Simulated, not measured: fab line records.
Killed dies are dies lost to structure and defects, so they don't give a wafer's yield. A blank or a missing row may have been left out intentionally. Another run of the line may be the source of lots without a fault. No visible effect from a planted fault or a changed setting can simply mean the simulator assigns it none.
Problem report in the 8D (eight disciplines) form, filled by code + flow n5_finfet + the parts of the form that need people (team, actions taken, sign-off) are left out

1. THE ISSUE
Mean of run_length_s at N5_HKMG_FIN_ETCH_35: 176.3 s across 3 wafers in 2 lots; on wafers with no fault it is 266.7 s (standard deviation 0.47). So: -99 or more standard deviations from the usual mean.
The step: etches SOC in N2/H2, target depth 215.8 nm, time 243.4 s.
The first sign was on wafer L475.4 at day 7 00:08, on rie_diel-03. The record has a number at this step for 33 wafers belonging to 11 lots. The rule behind "out" and "out of limits": a value lying over 4 standard deviations away from the usual mean. The other wafers with a number count as sound.

2. WHAT IT IS AND WHAT IT IS NOT
| question                    | is                     | is not                                                                                          |
|-----------------------------|------------------------|-------------------------------------------------------------------------------------------------|
| which readings at this step | run_length_s           | drypump_motor_current_A, oes_product_au, rf_vpp_V, showerhead_plenum_p_Torr, throttle_valve_pct |
| which lots                  | L475, L477             | L464, L465, L466, L469, L474, L482, L484, L485, L486                                            |
| which wafers of those lots  | L475.4, L477.1, L477.4 | L475.1, L475.6, L477.5                                                                          |
| read on which tools         | rie_diel-03            | rie_diel-02, rie_diel-04                                                                        |
| when                        | from day 7 00:08       | up to then (17 sound wafers); but 13 sound wafers of L477, L482, L484, L485, L486 came after    |

3. SUSPECTS, AND WHAT RULES EACH OUT
Counting: any tool at a process step up to the reading remains a suspect provided it ran every lot that is out. Sound lots after the first of them don't rule it out here, since some wafers of a struck lot are sound.
- rie_diel-03 at N5_HKMG_FIN_DESCUM_17 (chemistry O2, time 7.9 s): kept. It ran every lot that is out, first L475 (day 6 23:50); its last sound lot up to then is L469 (day 5 13:05).
- rie_diel-03 at N5_HKMG_FIN_ETCH_35 (etches SOC in N2/H2, target depth 215.8 nm, time 243.4 s): kept. It ran every lot that is out, first L475 (day 7 00:08); its last sound lot up to then is L469 (day 5 13:23). Out on those wafers are its own readings of run_length_s.
- Within rie_diel-03 at N5_HKMG_FIN_DESCUM_17: the wafers that are out ran in chamber 0; their sound lot-mates ran in chamber 1.
- Within rie_diel-03 at N5_HKMG_FIN_ETCH_35: the wafers that are out ran in chamber 0; their sound lot-mates ran in chamber 1.
Left after counting: rie_diel-03 at N5_HKMG_FIN_DESCUM_17, rie_diel-03 at N5_HKMG_FIN_ETCH_35.

4. THE CAUSE (what the simulator had put in)
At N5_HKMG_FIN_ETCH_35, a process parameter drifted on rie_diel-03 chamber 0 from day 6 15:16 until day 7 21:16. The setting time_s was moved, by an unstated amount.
Counting leaves 2 suspects; this tool is one of them.

5. THE EFFECT CHAIN, in route order
Each row: a reading where the mean over the struck wafers with a number is more than 3 standard deviations away from the usual. Only readings whose record carries a usual standard deviation are examined. hours: median over the lots of the time between each lot's start at the first step of this table that gives one and its start at this step. sigmas: the change, counted in usual standard deviations.
| hours | step                | reading      | usual   | on struck wafers | change | sigmas      |
|-------|---------------------|--------------|---------|------------------|--------|-------------|
| 0     | N5_HKMG_FIN_ETCH_35 | run_length_s | 266.7 s | 176.3            | -90.4  | -99 or more |
Here are the process steps it includes:
- N5_HKMG_FIN_ETCH_35: etches SOC in N2/H2, target depth 215.8 nm, time 243.4 s.

6. HOW IT WOULD HAVE BEEN CAUGHT EARLIER
First out-of-limits reading in this record: day 7 00:08, which is 9 hours after fault onset at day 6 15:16.
